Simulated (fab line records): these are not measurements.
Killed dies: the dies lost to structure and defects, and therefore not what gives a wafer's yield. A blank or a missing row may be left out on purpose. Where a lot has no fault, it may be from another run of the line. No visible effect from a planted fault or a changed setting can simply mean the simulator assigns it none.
fab line records -- flow nandHarc
record: lots: 11, wafers: 33, lastDay: 25
route steps=1159 shown P_ZERO_WELL@16 P_STI@88 END@1159
lots that met no fault: taken from a fault-free run of the same line
startH: start of the lot's first displayed wafer, in hours after the record's first day -- waitH: hours since the lot's step before -- " same as the row above -- L1.1+2: several wafers, shown together as one row -- - value missing, or start not given -- * or withheld: withheld -- < > ~ a bound
route shown NAME@n: a module of which the file shows steps, and the number in the route of the first -- usual: average and standard deviation across the fault-free wafers -- same: alike in all rows -- chamber/n: place in a boat -- sites: readings site by site -- _std_site: the standard deviation of these -- _edge_site: inner sites' mean taken away from outer sites' mean -- radiusMm: how far each site lies from the wafer's centre -- mask NAME#n: copy n -- behind: the most recent tool/chamber to have shaped the wafer -- hold: what put the lot on hold/how long, in hours/how the hold closed -- device: transistor that didn't switch, given as n, p or np -- end of line: at the end of the route, the tests of the same wafers -- a step with no rows: only its recipe -- killed: the dies lost at the first sort to structure and to defects; this is not the yield of the wafer -- map: a wafer's dies, x killed, . not, _ none there
set.NAME: the setting as run; set.NAME@STEP: as run at that earlier step -- model.NAME: the simulator's own value behind a step, which no gauge read
the route's steps for a sample of lots (tables are steps, rows are wafers)
services: when a tool's chamber went out of use (startH, in hours from the record's first day, below 0 if earlier), for how many hours, and the reason
== steps ==
step: NHARC_P_ZERO_WELL_DESCUM_13
recipe: timeS: 3, o2FlowSccm: 200, arFlowSccm: 0, biasPowerW: 0, chemistry: O2
usual: drypumpMotorCurrentA: 5.7/0.41, o2FlowSccm: 200.0/0.63, oesProductAu: 0.996/0.012, rfVppV: 57.7/0.81, showerheadPlenumPTorr: 1.90/0.069, throttleValvePct: 11.312/0.0084
lot.wafer,tool,chamber,startH,waitH,drypumpMotorCurrentA,o2FlowSccm,oesProductAu,rfHoursCounterH,rfVppV,showerheadPlenumPTorr,throttleValvePct
L518.4,rieDiel-05,2,13.31,-,5.5,199.8,0.977,2,58.9,2.02,11.309
L518.3,rieDiel-05,0,13.31,-,5.2,200.8,0.999,1,58.1,1.98,11.299
L518.6,rieDiel-05,1,13.31,-,5.7,200.5,0.994,-,56.5,1.80,11.318
L520.2,rieDiel-07,0,25.56,-,5.6,199.8,1.023,9,57.4,1.93,11.298
L520.1,rieDiel-07,1,25.56,-,5.3,200.5,0.994,9,57.8,1.85,11.309
L520.5,rieDiel-07,1,25.56,-,5.4,200.6,0.995,-,56.7,1.85,11.310
L522.4,rieDiel-05,0,37.54,-,5.2,200.2,0.980,2,59.4,1.98,11.309
L522.2,rieDiel-05,3,37.54,-,6.1,199.6,0.985,3,57.5,1.82,11.319
L522.5,rieDiel-05,1,37.54,-,5.6,199.9,0.997,-,57.9,1.80,11.309
L523.1,rieDiel-05,1,43.43,-,5.7,199.5,0.995,4,58.8,1.80,11.318
L523.5,rieDiel-05,3,43.43,-,6.1,200.3,0.994,-,56.3,1.82,11.310
L523.6,rieDiel-05,0,43.43,-,5.2,199.7,0.990,-,59.0,1.97,11.324
L524.1,rieDiel-11,1,49.53,-,5.8,199.7,0.989,2,58.2,1.86,11.313
L524.3,rieDiel-11,3,49.53,-,6.4,199.8,1.006,2,56.5,1.86,11.319
L524.2,rieDiel-11,0,49.53,-,5.8,199.7,0.983,2,57.1,1.94,11.320
L525.1,rieDiel-11,0,55.53,-,5.8,199.5,0.993,3,58.2,1.94,11.313
L525.3,rieDiel-11,3,55.53,-,6.4,199.5,1.010,3,57.9,1.86,11.326
L525.6,rieDiel-11,0,55.53,-,5.8,200.5,0.998,-,58.0,1.94,11.313
L526.1,rieDiel-07,0,61.64,-,5.5,199.2,0.999,0,59.0,1.93,11.321
L526.3,rieDiel-07,1,61.64,-,5.4,199.4,1.008,0,57.4,1.85,11.325
L526.6,rieDiel-07,2,61.64,-,6.1,200.4,1.000,-,58.5,1.97,11.326
L535.3,rieDiel-11,1,115.40,-,5.8,199.5,0.976,6,59.1,1.86,11.300
L535.2,rieDiel-11,2,115.40,-,5.0,200.9,0.984,6,57.4,1.89,11.302
L535.4,rieDiel-11,3,115.40,-,6.4,200.0,1.021,6,56.4,1.86,11.304
L538.1,rieDiel-05,3,133.52,-,6.1,200.9,0.978,12,57.1,1.82,11.303
L538.3,rieDiel-05,0,133.52,-,5.2,200.2,0.982,10,57.8,1.97,11.315
L538.2,rieDiel-05,1,133.52,-,5.7,200.5,1.011,10,57.6,1.80,11.314
L540.4,rieDiel-07,2,145.28,-,6.1,199.2,1.007,6,57.0,1.97,11.314
L540.2,rieDiel-07,3,145.28,-,6.3,200.4,0.993,6,57.2,1.90,11.312
L540.3,rieDiel-07,0,145.28,-,5.6,200.0,0.994,6,58.5,1.93,11.299
L541.2,rieDiel-05,2,151.41,-,5.5,199.8,0.987,13,57.3,2.01,11.315
L541.3,rieDiel-05,0,151.41,-,5.2,200.4,0.983,12,58.2,1.97,11.312
L541.6,rieDiel-05,2,151.41,-,5.5,199.6,0.989,-,57.8,2.01,11.317
step: NHARC_P_ZERO_WELL_ETCH_63
recipe: targetDepthA: 1200, timeS: 40.1, hbrFlowSccm: 150, cl2FlowSccm: 50, rfW: 400, icpW: 400, biasW: 100, chemistry: HBr/Cl2
usual: drypumpMotorCurrentA: 5.5/0.63, oesProductAu: 0.993/0.012, throttleValvePct: 26.407/0.0093
lot.wafer,tool,chamber,startH,waitH,drypumpMotorCurrentA,oesProductAu,rfHoursCounterH,throttleValvePct
L518.3,rieSi-05,2,13.57,-,5.5,1.000,0.9,26.418
L518.4,rieSi-05,3,13.57,-,4.9,0.973,0.9,26.402
L518.6,rieSi-05,2,13.57,-,5.5,0.994,-,26.418
L520.1,rieSi-01,3,25.84,-,5.2,0.988,0.6,26.399
L520.2,rieSi-01,0,25.84,-,4.9,0.986,0.4,26.411
L520.5,rieSi-01,0,25.84,-,5.0,0.977,-,26.402
L522.2,rieSi-01,0,37.82,-,4.9,0.988,0.6,26.424
L522.4,rieSi-01,1,37.82,-,5.1,0.985,0.9,26.421
L522.5,rieSi-01,3,37.82,-,5.2,0.986,-,26.395
L523.1,rieSi-02,2,43.67,-,5.0,1.007,0.0,26.415
L523.5,rieSi-02,2,43.67,-,5.0,1.014,-,26.398
L523.6,rieSi-02,3,43.67,-,6.6,0.987,-,26.402
L524.1,rieSi-05,1,49.82,-,5.6,1.002,1.3,26.416
L524.3,rieSi-05,2,49.82,-,5.4,0.995,1.2,26.396
L524.2,rieSi-05,0,49.82,-,6.5,1.001,1.4,26.402
L525.3,rieSi-02,3,55.84,-,6.5,0.975,0.1,26.412
L525.1,rieSi-02,1,55.84,-,4.6,0.994,0.1,26.402
L525.6,rieSi-02,3,55.84,-,6.6,0.982,-,26.418
L526.3,rieSi-02,2,61.91,-,5.0,0.999,0.2,26.419
L526.1,rieSi-02,3,61.91,-,6.6,0.874,0.2,26.404
L526.6,rieSi-02,0,61.91,-,5.6,0.989,-,26.389
L535.3,rieSi-01,2,115.65,-,6.4,1.001,1.4,26.413
L535.2,rieSi-01,3,115.65,-,5.2,0.982,1.4,26.399
L535.4,rieSi-01,1,115.65,-,5.1,0.997,1.6,26.410
L538.3,rieSi-05,1,133.77,-,5.6,1.016,0.5,26.424
L538.2,rieSi-05,2,133.77,-,5.5,1.008,0.6,26.410
L538.1,rieSi-05,3,133.77,-,4.9,0.992,0.6,26.413
L540.3,rieSi-01,1,145.53,-,5.1,0.991,0.1,26.396
L540.4,rieSi-01,2,145.53,-,6.4,0.988,0.1,26.397
L540.2,rieSi-01,0,145.53,-,5.0,0.988,0.1,26.392
L541.2,rieSi-05,3,151.69,-,4.9,0.989,0.9,26.419
L541.3,rieSi-05,0,151.69,-,6.6,0.989,0.7,26.408
L541.6,rieSi-05,1,151.69,-,5.6,1.022,-,26.422
step: NHARC_P_ZERO_WELL_DESCUM_39
recipe: timeS: 3, o2FlowSccm: 200, arFlowSccm: 0, biasPowerW: 0, chemistry: O2
usual: drypumpMotorCurrentA: 5.7/0.43, o2FlowSccm: 200.0/0.62, oesProductAu: 0.997/0.013, rfVppV: 57.7/0.85, showerheadPlenumPTorr: 1.90/0.059, throttleValvePct: 11.312/0.009
lot.wafer,tool,chamber,startH,waitH,drypumpMotorCurrentA,o2FlowSccm,oesProductAu,rfHoursCounterH,rfVppV,showerheadPlenumPTorr,throttleValvePct
L518.3,rieDiel-07,1,16.21,-,5.3,199.7,0.991,9.3,57.9,1.85,11.312
L518.4,rieDiel-07,2,16.21,-,6.1,200.6,0.984,9.1,57.3,1.97,11.323
L518.6,rieDiel-07,1,16.21,-,5.3,198.5,0.983,-,56.8,1.85,11.316
L520.1,rieDiel-07,1,28.35,-,5.3,199.6,0.992,9.5,56.8,1.85,11.308
L520.2,rieDiel-07,2,28.35,-,6.1,201.1,1.001,9.2,57.6,1.97,11.301
L520.5,rieDiel-07,0,28.35,-,5.6,200.1,1.025,-,58.4,1.93,11.289
L522.2,rieDiel-07,2,40.54,-,6.1,200.2,1.010,9.5,58.4,1.97,11.311
L522.4,rieDiel-07,0,40.54,-,5.5,199.4,1.038,9.4,58.9,1.93,11.307
L522.5,rieDiel-07,2,40.54,-,6.1,201.3,1.009,-,56.8,1.97,11.317
L523.1,rieDiel-07,3,46.43,-,6.3,200.3,1.000,8.8,57.3,1.90,11.322
L523.5,rieDiel-07,1,46.43,-,5.4,200.3,0.988,-,57.5,1.85,11.317
L523.6,rieDiel-07,2,46.43,-,6.1,200.0,1.011,-,57.9,1.97,11.309
L524.1,rieDiel-05,1,52.36,-,5.7,200.5,1.006,4.1,57.5,1.80,11.306
L524.2,rieDiel-05,2,52.36,-,5.5,199.2,0.987,4.6,56.3,2.02,11.317
L524.3,rieDiel-05,0,52.36,-,5.3,200.9,0.991,4.0,58.6,1.97,11.316
L525.1,rieDiel-05,3,58.30,-,6.1,200.3,0.988,5.3,58.2,1.82,11.320
L525.3,rieDiel-05,1,58.30,-,5.7,199.7,1.000,4.5,57.4,1.80,11.287
L525.6,rieDiel-05,0,58.30,-,5.2,199.0,0.990,-,57.1,1.97,11.315
L526.1,rieDiel-05,0,64.63,-,5.2,199.5,0.987,4.8,58.0,1.97,11.312
L526.3,rieDiel-05,1,64.63,-,5.7,199.3,1.009,4.7,55.5,1.80,11.325
L526.6,rieDiel-05,0,64.63,-,5.3,200.4,0.988,-,57.3,1.97,11.322
L535.2,rieDiel-11,0,118.30,-,5.8,200.0,0.994,6.9,58.2,1.94,11.317
L535.4,rieDiel-11,1,118.30,-,5.7,200.1,0.981,6.5,58.6,1.86,11.303
L535.3,rieDiel-11,2,118.30,-,5.0,199.7,0.977,5.8,58.3,1.89,11.314
L538.1,rieDiel-05,3,136.39,-,6.1,200.1,0.982,11.8,57.5,1.82,11.310
L538.2,rieDiel-05,0,136.39,-,5.2,200.3,0.983,10.5,56.4,1.97,11.315
L538.3,rieDiel-05,2,136.39,-,5.5,199.4,1.000,11.8,58.7,2.01,11.315
L540.3,rieDiel-05,1,148.14,-,5.7,200.7,1.008,11.6,57.2,1.80,11.324
L540.4,rieDiel-05,3,148.14,-,6.1,199.6,0.981,13.3,58.6,1.82,11.312
L540.2,rieDiel-05,0,148.14,-,5.2,199.9,0.981,11.9,57.6,1.97,11.327
L541.3,rieDiel-11,2,154.28,-,5.0,199.4,0.989,8.7,57.5,1.89,11.303
L541.2,rieDiel-11,3,154.28,-,6.4,200.0,1.025,9.3,58.4,1.86,11.310
L541.6,rieDiel-11,2,154.28,-,5.0,200.2,0.992,-,58.1,1.89,11.318
step: NHARC_P_STI_ETCH_42
recipe: targetDepthA: 800, overetchA: 240, timeS: 61, ionEnergyEv: 200, n2FlowSccm: 150, h2FlowSccm: 150, arFlowSccm: 0, rfW: 400, biasW: 150, chemistry: N2/H2
usual: drypumpMotorCurrentA: 5.7/0.45, oesProductAu: 1.002/0.011, rfVppV: 431.3/2.7, showerheadPlenumPTorr: 2.07/0.098, throttleValvePct: 14.170/0.008
lot.wafer,tool,chamber,startH,waitH,drypumpMotorCurrentA,oesProductAu,rfHoursCounterH,rfVppV,showerheadPlenumPTorr,throttleValvePct
L518.4,rieDiel-12,0,38.57,0.1,5.0,1.000,0.0,432.8,2.11,14.180
L518.3,rieDiel-12,2,38.57,0.1,6.4,0.985,0.0,429.5,2.00,14.162
L518.6,rieDiel-12,0,38.57,0.1,5.0,0.993,-,432.9,2.11,14.180
L520.1,rieDiel-02,2,50.61,0.1,6.3,0.996,3.3,431.6,2.04,14.174
L520.2,rieDiel-02,3,50.61,0.1,5.8,1.011,4.6,434.3,2.19,14.167
L520.5,rieDiel-02,3,50.61,0.1,5.8,1.018,-,434.4,2.19,14.170
L522.2,rieDiel-02,3,60.20,0.1,5.8,1.003,5.3,433.4,2.19,14.174
L522.4,rieDiel-02,0,60.20,0.1,5.7,0.998,5.4,431.6,2.07,14.175
L522.5,rieDiel-02,3,60.20,0.1,5.8,1.009,-,433.0,2.19,14.188
L523.1,rieDiel-02,1,66.72,0.1,5.6,1.006,5.0,426.4,1.90,14.172
L523.5,rieDiel-02,3,66.72,0.1,5.8,1.004,-,436.5,2.19,14.164
L523.6,rieDiel-02,0,66.72,0.1,5.7,1.002,-,431.5,2.07,14.166
L524.2,rieDiel-12,2,73.27,0.1,6.4,0.981,1.2,430.1,2.00,14.159
L524.3,rieDiel-12,3,73.27,0.1,5.6,1.010,1.2,433.9,2.20,14.179
L524.1,rieDiel-12,1,73.27,0.1,5.2,0.995,0.9,429.9,1.99,14.159
L525.3,rieDiel-12,0,79.21,0.1,5.0,0.996,1.3,432.7,2.11,14.169
L525.1,rieDiel-12,1,79.21,0.1,5.2,1.012,1.1,428.9,1.99,14.187
L525.6,rieDiel-12,0,79.21,0.1,5.0,1.001,-,432.3,2.11,14.172
L526.1,rieDiel-12,0,85.77,0.1,5.0,0.996,1.4,432.3,2.11,14.182
L526.3,rieDiel-12,2,85.77,0.1,6.5,0.991,1.5,429.0,2.00,14.154
L526.6,rieDiel-12,0,85.77,0.1,5.0,0.998,-,432.0,2.11,14.178
L535.4,rieDiel-10,0,138.38,0.1,6.0,1.012,4.4,427.6,1.91,14.165
L535.2,rieDiel-10,1,138.38,0.1,6.2,1.013,4.6,433.7,2.17,14.168
L535.3,rieDiel-10,3,138.38,0.1,5.6,1.018,4.1,434.6,2.14,14.165
L538.1,rieDiel-12,1,152.19,0.1,5.2,1.005,2.7,429.2,1.99,14.172
L538.2,rieDiel-12,2,152.19,0.1,6.4,0.997,3.0,428.3,2.00,14.168
L538.3,rieDiel-12,3,152.19,0.1,5.6,1.009,3.0,434.7,2.20,14.176
L540.3,rieDiel-12,3,168.72,0.1,5.6,1.001,3.5,435.1,2.20,14.182
L540.4,rieDiel-12,1,168.72,0.1,5.2,0.997,3.2,429.0,1.99,14.176
L540.2,rieDiel-12,2,168.72,0.1,6.4,0.994,3.4,428.6,2.00,14.168
L541.3,rieDiel-02,1,174.67,0.1,5.6,1.008,1.5,426.2,1.90,14.159
L541.2,rieDiel-02,2,174.67,0.1,6.3,1.015,1.5,430.1,2.04,14.160
L541.6,rieDiel-02,1,174.67,0.1,5.6,1.008,-,425.5,1.90,14.180
step: NHARC_END_SORT_01
recipe: tempC: 25
usual: killedAtArray: 27/10, killedAtOther: 0.6/0.96, killedAtPeriphery: 3.4/2.7, killedDies: 31/10, killedOpen: 2.9/1.8, killedShort: 1.8/1.4
same: grossDies: 677
lot.wafer,tool,chamber,startH,waitH,killedAtArray,killedAtOther,killedAtPeriphery,killedDies,killedOpen,killedShort
L523.1,prober-01,0,465.11,2.5,10,1,5,16,2,1
L523.5,prober-01,0,468.33,3.7,17,0,11,28,3,1
L523.6,prober-01,0,469.14,4.0,15,1,4,20,3,4
L522.2,prober-02,0,465.68,2.8,15,2,1,18,1,0
L522.4,prober-02,0,467.28,3.4,21,0,2,23,4,1
L522.5,prober-02,0,468.08,3.7,25,3,1,29,3,2
L520.1,prober-02,0,472.70,2.5,25,3,7,35,2,4
L520.2,prober-02,0,473.49,2.8,24,0,5,29,1,1
L520.5,prober-02,0,475.87,3.7,20,0,5,25,1,3
L526.1,prober-01,0,492.79,2.5,12,1,8,21,1,2
L535.2,prober-02,0,540.97,2.8,22,0,5,27,4,2
L535.3,prober-02,0,541.77,3.1,18,0,3,21,3,4
L535.4,prober-02,0,542.57,3.4,17,0,1,18,5,0
killed by level:class
L523.1 A_CHANNEL_HOLE_D1:chamberFilmFlake=6 P_CONTACT:chamberFilmFlake=3 A_CONTACT:chamberFilmFlake=2 P_M0:geometricParticle:short=1 A_CHANNEL_FILL_D1:geometricParticle:open=1 A_STAIRCASE:geometricParticle:open=1 P_ZERO_WELL:chamberFilmFlake=1 THIN_TSV:chamberFilmFlake=1
L522.2 A_CHANNEL_HOLE_D1:chamberFilmFlake=9 A_STAIRCASE:chamberFilmFlake=3 A_CONTACT:chamberFilmFlake=2 THIN_TSV:chamberFilmFlake=2 P_GATE:geometricParticle:open=1 A_SLIT:chamberFilmFlake=1
L522.4 A_CHANNEL_HOLE_D1:chamberFilmFlake=11 A_STAIRCASE:chamberFilmFlake=4 A_CONTACT:chamberFilmFlake=3 A_CONTACT:geometricParticle:open=2 P_CONTACT:geometricParticle:open=1 P_M0:geometricParticle:short=1 A_BLC:geometricParticle:open=1
L522.5 A_CHANNEL_HOLE_D1:chamberFilmFlake=12 A_CONTACT:chamberFilmFlake=5 THIN_TSV:chamberFilmFlake=3 A_STAIRCASE:chamberFilmFlake=2 A_CHANNEL_HOLE_D1:geometricParticle:open=1 A_CHANNEL_FILL_D1:geometricParticle:open=1 A_WL_FILL:geometricParticle:short=1 A_CONTACT:geometricParticle:short=1
L523.5 P_CONTACT:chamberFilmFlake=7 A_CHANNEL_HOLE_D1:chamberFilmFlake=5 P_ZERO_WELL:chamberFilmFlake=3 A_STAIRCASE:chamberFilmFlake=3 A_CONTACT:chamberFilmFlake=3 A_CONTACT:geometricParticle:open=2 A_SOURCE_PLATE:geometricParticle:short=1 A_ONON_D1:geometricParticle:open=1
L523.6 A_CHANNEL_HOLE_D1:chamberFilmFlake=5 P_CONTACT:chamberFilmFlake=3 P_M0:geometricParticle:open=1 A_SOURCE_PLATE:geometricParticle:short=1 A_ONON_D1:geometricParticle:short=1 A_CHANNEL_FILL_D1:geometricParticle:short=1 A_CHANNEL_FILL_D1:geometricParticle:open=1 A_WL_FILL:geometricParticle:short=1
L520.1 A_CONTACT:chamberFilmFlake=11 A_SLIT:chamberFilmFlake=5 P_STI:chamberFilmFlake=3 A_STAIRCASE:chamberFilmFlake=3 P_M0:geometricParticle:short=2 STARTING-WAFER:geometricParticle:short=2 A_CHANNEL_HOLE_D1:chamberFilmFlake=2 A_CHANNEL_FILL_D1:chamberFilmFlake=2
L520.2 A_SLIT:chamberFilmFlake=10 A_CHANNEL_FILL_D1:chamberFilmFlake=4 A_STAIRCASE:chamberFilmFlake=4 P_ZERO_WELL:chamberFilmFlake=2 P_GATE:chamberFilmFlake=2 A_CONTACT:chamberFilmFlake=2 A_CHANNEL_FILL_D1:geometricParticle:short=1 A_CONTACT:geometricParticle:open=1
L520.5 A_SLIT:chamberFilmFlake=14 A_CONTACT:chamberFilmFlake=4 A_CHANNEL_HOLE_D1:chamberFilmFlake=2 P_GATE:geometricParticle:short=1 P_M0:geometricParticle:short=1 P_M1:geometricParticle:open=1 P_M1:geometricParticle:short=1 P_STI:chamberFilmFlake=1
L526.1 A_CHANNEL_HOLE_D1:chamberFilmFlake=5 P_ZERO_WELL:chamberFilmFlake=4 A_STAIRCASE:chamberFilmFlake=3 P_M1:chamberFilmFlake=2 A_CONTACT:chamberFilmFlake=2 A_ONON_D1:geometricParticle:open=1 A_CONTACT:geometricParticle:short=1 P_GATE:chamberFilmFlake=1
L535.2 A_CHANNEL_HOLE_D1:chamberFilmFlake=8 A_SLIT:chamberFilmFlake=5 A_CONTACT:chamberFilmFlake=5 P_M0:geometricParticle:open=2 P_GATE:chamberFilmFlake=2 P_M1:geometricParticle:short=1 A_SGD_CUT:geometricParticle:open=1 A_WL_FILL:geometricParticle:short=1
L535.3 A_SLIT:chamberFilmFlake=5 A_CHANNEL_HOLE_D1:chamberFilmFlake=4 A_CHANNEL_HOLE_D1:geometricParticle:short=2 A_CHANNEL_FILL_D1:chamberFilmFlake=2 P_GATE:geometricParticle:open=1 P_M1:geometricParticle:open=1 A_ONON_D1:geometricParticle:short=1 A_CHANNEL_FILL_D1:geometricParticle:short=1
L535.4 A_CHANNEL_HOLE_D1:chamberFilmFlake=8 A_SLIT:chamberFilmFlake=3 P_CONTACT:geometricParticle:open=1 A_CHANNEL_FILL_D1:geometricParticle:open=1 A_CONTACT:geometricParticle:open=1 A_BLC:geometricParticle:open=1 A_M0:geometricParticle:open=1 A_STAIRCASE:chamberFilmFlake=1
== services ==
tool,chamber,startH,hours,kind
rieSi-01,0,-10.41,18.7,repair
rieDiel-11,-,12.60,9.0,pm
rieSi-02,1,13.05,6.2,repair
rieDiel-02,2,15.74,2.4,repair
rieDiel-07,3,21.92,12.8,repair
rieDiel-11,0,25.24,2.7,repair
rieDiel-12,-,25.40,9.0,pm
rieDiel-11,1,31.59,4.1,repair
rieSi-02,-,34.00,9.0,pm
rieSi-02,3,45.95,1.4,repair
rieDiel-11,2,47.52,15.4,repair
rieDiel-12,1,49.80,4.5,repair
rieDiel-07,-,51.23,9.0,pm
rieSi-05,-,62.00,9.0,pm
rieSi-05,1,80.66,9.5,repair
rieDiel-12,-,86.55,0.7,repair
rieDiel-11,1,102.64,6.7,repair
rieDiel-07,1,110.15,7.5,repair
rieDiel-07,0,110.69,5.3,repair
rieSi-01,-,123.44,0.8,repair
rieDiel-07,2,126.34,4.1,repair
rieSi-01,-,127.00,9.0,pm
rieDiel-02,-,150.70,9.0,pm
rieDiel-05,-,163.60,9.0,pm
== key ==
firstSign: step: NHARC_P_ZERO_WELL_ETCH_63, reading: oesProductAu, direction: down, sigmas: 10, usual: 0.993, struck: 0.874
effect none on later readings
metAt NHARC_P_ZERO_WELL_ETCH_63
struckLots L526
struckWafers L526.1
testerLeftOut L526
notActingAt NHARC_P_ZERO_WELL_DESCUM_13,NHARC_P_ZERO_WELL_DESCUM_39,NHARC_P_STI_ETCH_42
onsetBetween 55.84 61.91
fault: kind: processParameterDrift, tool: rieSi-02, chamber: -, onsetH: 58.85, steps: NHARC_P_ZERO_WELL_ETCH_63, channel: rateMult, offset: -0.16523, shape: step, endH: 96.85, scope: struckWafersOnly
testerLeftOut: of these lots the tester's yield and bins aren't shown, on N5 and GAA mostly nor the transistor test; their killed dies are dies lost to structure and defects alone, not to doping, threshold or leakage, so they don't give the yield
